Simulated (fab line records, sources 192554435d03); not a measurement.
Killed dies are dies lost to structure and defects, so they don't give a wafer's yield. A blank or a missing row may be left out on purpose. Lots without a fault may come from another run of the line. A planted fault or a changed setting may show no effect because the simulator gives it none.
fab line records | flow n5_finfet | part 2 of 2: steps 15 to 23 of 23
record lots=5 wafers=15 last_day=17
route steps=1938 shown GATE_CUT@488
lots that met no fault: from a run of the same line without faults
start_h: hours from the record's first day to the start of the lot's first wafer shown | wait_h: hours since the lot's step before | " the same as in the row above | L1.1+2: a row that stands for several wafers | - no value, or no start given | * or withheld: withheld | < > ~ a bound
route shown NAME@n: a module of which the file shows steps, and the number in the route of the first | usual: mean/standard deviation of fault-free wafers | same: alike in all rows | chamber/n: place in a boat | sites: the reading at each site | _std_site: their standard deviation | _edge_site: outer sites' mean less inner sites' | radius_mm: how far each site lies from the wafer's centre | mask NAME#n: copy n | behind: the tool/chamber that last shaped the wafer | hold: why the lot was held/for how many hours/how that ended | device: the transistor (n, p or np) that didn't switch | end of line: the same wafers' tests at the end of the route | a step without rows: its recipe alone | killed: dies lost to structure and defects at the first sort, not the wafer's yield | map: a wafer's dies, x killed, . not, _ none there
set.NAME: the setting as run; set.NAME@STEP: as run at that earlier step | model.NAME: the simulator's own value behind a step, which no gauge read
lots at some steps of the route; a table a step, a row a wafer
services: from which hour (start_h, from the record's first day; less than 0 if before it) a tool's chamber was out of use, for how many hours, and why
## steps
# step N5_GATE_CUT_CUT_ETCH_55
# recipe chemistry=BCl3 target=HfO2 mask_material=SiO2 target_depth_a=32 ion_energy_ev=30 pressure_mtorr=5 icp_w=450 bias_w=18 bcl3_flow_sccm=80
# usual drypump_motor_current_A=5.94/0.26 oes_product_au=0.80/0.12 throttle_valve_pct=33.2/0.41
# columns lot.wafer tool chamber start_h wait_h drypump_motor_current_A oes_product_au rf_hours_counter_h throttle_valve_pct
L076.1 rie_metal-02 0 100.80 0.0 5.82 0.87 19 33.0
L076.5 " 1 " " 5.47 0.95 - 32.9
L076.6 " 0 " " 5.81 0.87 - 33.0
L077.3 rie_metal-02 1 103.12 0.0 5.50 0.95 - 32.8
L077.5 " 1 " " 5.46 0.95 - 32.9
L077.6 " 0 " " 5.84 0.89 - 33.0
L079.2 rie_metal-03 0 116.85 0.0 6.27 0.96 3 33.6
L079.4 " 1 " " 6.03 0.72 - 32.6
L079.5 " 1 " " 6.03 0.73 - 32.6
L091.1 rie_metal-03 1 187.88 0.0 6.05 0.72 63 32.6
L091.4 " 0 " " 6.22 0.90 - 33.6
L091.5 " 1 " " 6.06 0.72 - 32.6
L094.2 rie_metal-03 0 204.96 0.0 6.24 0.90 11 33.6
L094.3 " 1 " " 6.04 0.71 - 32.6
L094.4 " 0 " " 6.25 0.89 - 33.6
# step N5_GATE_CUT_ETCH_47
# recipe chemistry=Cl2/BCl3 target=SiO2 target_depth_a=100 pressure_mtorr=10 icp_w=1000 bias_w=126 Cl2_flow_sccm=53.25 bcl3_flow_sccm=21.75 Ar_flow_sccm=25
# usual drypump_motor_current_A=5.94/0.26 oes_product_au=0.79/0.12 throttle_valve_pct=22.83/0.21
# columns lot.wafer tool chamber start_h wait_h drypump_motor_current_A oes_product_au rf_hours_counter_h throttle_valve_pct
L076.1 rie_metal-02 0 100.83 0.0 5.77 0.88 19 22.71
L076.5 " 1 " " 5.49 0.95 - 22.75
L076.6 " 0 " " 5.80 0.87 - 22.72
L077.3 rie_metal-02 1 103.15 0.0 5.48 0.94 - 22.76
L077.5 " 1 " " 5.48 0.94 - 22.77
L077.6 " 0 " " 5.79 0.87 - 22.72
L079.2 rie_metal-03 0 116.88 0.0 6.21 0.95 3 22.85
L079.4 " 1 " " 6.03 0.73 - 22.57
L079.5 " 1 " " 6.02 0.73 - 22.59
L091.1 rie_metal-03 1 187.91 0.0 6.03 0.72 63 22.58
L091.4 " 0 " " 6.23 0.90 - 22.87
L091.5 " 1 " " 6.02 0.72 - 22.60
L094.2 rie_metal-03 0 204.99 0.0 6.23 0.90 11 22.88
L094.3 " 1 " " 6.06 0.72 - 22.61
L094.4 " 0 " " 6.24 0.90 - 22.88
# step N5_GATE_CUT_VAPOR_ETCH_48
# recipe chemistry=BCl3/Cl2 target=TiN mode=isotropic
# usual drypump_motor_current_A=5.94/0.26 oes_product_au=0.79/0.11
# columns lot.wafer tool chamber start_h wait_h drypump_motor_current_A oes_product_au
L076.1 rie_metal-02 0 100.86 0.0 5.79 0.87
L076.5 " 1 " " 5.46 0.94
L076.6 " 0 " " 5.81 0.87
L077.3 rie_metal-02 1 103.18 0.0 5.49 0.95
L077.5 " 1 " " 5.50 0.94
L077.6 " 0 " " 5.83 0.88
L079.2 rie_metal-03 0 116.91 0.0 6.21 0.95
L079.4 " 1 " " 6.05 0.73
L079.5 " 1 " " 6.04 0.73
L091.1 rie_metal-03 1 187.94 0.0 6.05 0.71
L091.4 " 0 " " 6.23 0.90
L091.5 " 1 " " 6.03 0.71
L094.2 rie_metal-03 0 205.02 0.0 6.26 0.91
L094.3 " 1 " " 6.02 0.72
L094.4 " 0 " " 6.28 0.90
# step N5_GATE_CUT_VAPOR_ETCH_49
# recipe chemistry=BCl3/Cl2 target=TiAlC mode=isotropic
# usual drypump_motor_current_A=5.94/0.26 oes_product_au=0.79/0.12
# columns lot.wafer tool chamber start_h wait_h drypump_motor_current_A oes_product_au
L076.1 rie_metal-02 0 100.89 0.0 5.77 0.88
L076.5 " 1 " " 5.49 0.95
L076.6 " 0 " " 5.77 0.88
L077.3 rie_metal-02 1 103.21 0.0 5.50 0.94
L077.5 " 1 " " 5.47 0.95
L077.6 " 0 " " 5.83 0.87
L079.2 rie_metal-03 0 116.94 0.0 6.26 0.95
L079.4 " 1 " " 6.03 0.74
L079.5 " 1 " " 6.04 0.72
L091.1 rie_metal-03 1 187.97 0.0 6.03 0.71
L091.4 " 0 " " 6.22 0.90
L091.5 " 1 " " 6.01 0.72
L094.2 rie_metal-03 0 205.05 0.0 6.23 0.90
L094.3 " 1 " " 6.03 0.72
L094.4 " 0 " " 6.24 0.90
# step N5_GATE_CUT_VAPOR_ETCH_51
# recipe chemistry=BCl3/Cl2 target=HfO2 mode=isotropic
# usual drypump_motor_current_A=5.95/0.26 oes_product_au=0.79/0.12
# columns lot.wafer tool chamber start_h wait_h drypump_motor_current_A oes_product_au
L076.1 rie_metal-02 0 100.92 0.0 5.83 0.88
L076.5 " 1 " " 5.46 0.95
L076.6 " 0 " " 5.83 0.88
L077.3 rie_metal-02 1 103.24 0.0 5.49 0.94
L077.5 " 1 " " 5.48 0.94
L077.6 " 0 " " 5.83 0.88
L079.2 rie_metal-03 0 116.97 0.0 6.22 0.94
L079.4 " 1 " " 6.06 0.72
L079.5 " 1 " " 6.01 0.72
L091.1 rie_metal-03 1 188.00 0.0 6.02 0.71
L091.4 " 0 " " 6.24 0.91
L091.5 " 1 " " 6.06 0.71
L094.2 rie_metal-03 0 205.08 0.0 6.25 0.91
L094.3 " 1 " " 6.00 0.72
L094.4 " 0 " " 6.25 0.89
# step N5_GATE_CUT_STRIP_21
# recipe chemistry=N2/H2 time_s=30 power_w=1000 temp_c=250 pressure_mtorr=withheld n2_flow_sccm=1750 h2_flow_sccm=3250
# usual drypump_motor_current_A=5.6/0.33 heater_power_w=344/24
# columns lot.wafer tool chamber start_h wait_h drypump_motor_current_A heater_power_w rf_hours_counter_h
L076.1 plasma_asher-02 0 100.97 0.0 5.7 335 91
L076.5 " 0 " " 5.7 337 -
L076.6 " 1 " " 5.1 308 -
L077.3 plasma_asher-02 1 103.30 0.1 5.0 315 -
L077.5 " 0 " " 5.7 335 -
L077.6 " 1 " " 5.0 318 -
L079.2 plasma_asher-02 1 117.02 0.0 5.0 307 95
L079.4 " 0 " " 5.7 344 -
L079.5 " 1 " " 5.0 313 -
L091.1 plasma_asher-01 1 188.05 0.0 5.5 364 61
L091.4 " 1 " " 5.5 365 -
L091.5 " 0 " " 6.0 374 -
L094.2 plasma_asher-02 1 205.13 0.0 5.0 309 115
L094.3 " 1 " " 5.1 309 -
L094.4 " 0 " " 5.7 338 -
# step N5_GATE_CUT_STRIP_29
# recipe chemistry=post_etch_residue_remover time_s=60 temp_c=25 remover_ph=withheld remover_water_wt_pct=withheld remover_fluoride_wt_pct=withheld
# columns lot.wafer tool chamber start_h wait_h
L076.1+5+6 wet_bench-06 3,1,6 101.06 0.1
L077.3+5+6 wet_bench-02 7,6,0 103.37 0.0
L079.2+4+5 wet_bench-02 0,3,1 117.11 0.1
L091.1+4+5 wet_bench-03 0,2,7 188.13 0.1
L094.2+3+4 wet_bench-02 6,3,0 205.22 0.1
# step N5_GATE_CUT_SRD_52
# recipe dry=ipa_marangoni time_s=30 temp_c=23 rinse_liquid=diw
# columns lot.wafer tool chamber start_h wait_h
L076.1+5+6 wet_bench-06 3,1,6 101.08 0.0
L077.3+5+6 wet_bench-02 7,6,0 103.39 0.0
L079.2+4+5 wet_bench-02 0,3,1 117.13 0.0
L091.1+4+5 wet_bench-03 0,2,7 188.15 0.0
L094.2+3+4 wet_bench-02 6,3,0 205.24 0.0
# step N5_GATE_CUT_ALD_22
# recipe material=SiNx target_thk_a=160 temp_c=400 ald_precursor_family=SiH2I2 ald_co_reactant=N2/H2-plasma pulse_time_s=1 ald_cycles=320 purge_time_s=2 co_reactant_purge_time_s=2 pressure_torr=2
# usual heater_power_w=867/94 precursor_pulse_height_rel=0.999/0.019
# columns lot.wafer tool chamber start_h wait_h heater_power_w precursor_pulse_height_rel
L076.1 ald_sin-04 1 102.00 0.9 846 1.028
L076.5 " 1 " " 814 1.027
L076.6 " 3 " " 940 0.984
L077.3 ald_sin-02 0 103.44 0.0 918 0.981
L077.5 " 1 " " 924 0.996
L077.6 " 0 " " 912 1.010
L079.2 ald_sin-03 1 117.17 0.0 789 0.977
L079.4 " 0 " " 1047 1.017
L079.5 " 1 " " 799 1.025
L091.1 ald_sin-04 0 188.20 0.0 750 0.981
L091.4 " 1 " " 870 1.014
L091.5 " 2 " " 850 0.994
L094.2 ald_sin-02 1 205.29 0.0 956 0.994
L094.3 " 0 " " 933 0.986
L094.4 " 3 " " 762 1.002
## services
# columns tool chamber start_h hours kind
ald_sin-02 2 81.06 5.4 repair
ald_sin-02 - 86.44 14.0 pm
rie_diel-03 0 86.86 11.8 repair
plasma_asher-02 - 88.29 2.8 pm
rie_diel-03 3 95.85 18.6 repair
rie_diel-04 2 97.76 - clean
rie_diel-04 2 97.76 - consumable_replace:focus_ring
rie_diel-04 2 97.76 20.2 scheduled_down
rie_diel-04 2 97.76 20.2 vent_cycle
ald_sin-04 0 101.13 1.9 repair
wet_bench-02 - 107.51 3.3 repair
rie_diel-01 2 107.64 - clean
rie_diel-01 2 107.64 - consumable_replace:focus_ring
rie_diel-01 2 107.64 24.5 scheduled_down
rie_diel-01 2 107.64 24.5 vent_cycle
rie_diel-04 1 129.49 9.0 repair
rie_diel-04 0 130.52 10.4 repair
rie_diel-04 1 139.52 4.0 repair
rie_metal-03 1 155.59 6.4 repair
rie_metal-03 - 162.97 8.4 repair
ald_sin-03 - 178.35 14.0 pm
rie_metal-02 1 183.12 1.1 repair
plasma_asher-01 - 191.35 14.6 pm
rie_metal-02 - 191.37 2.8 pm
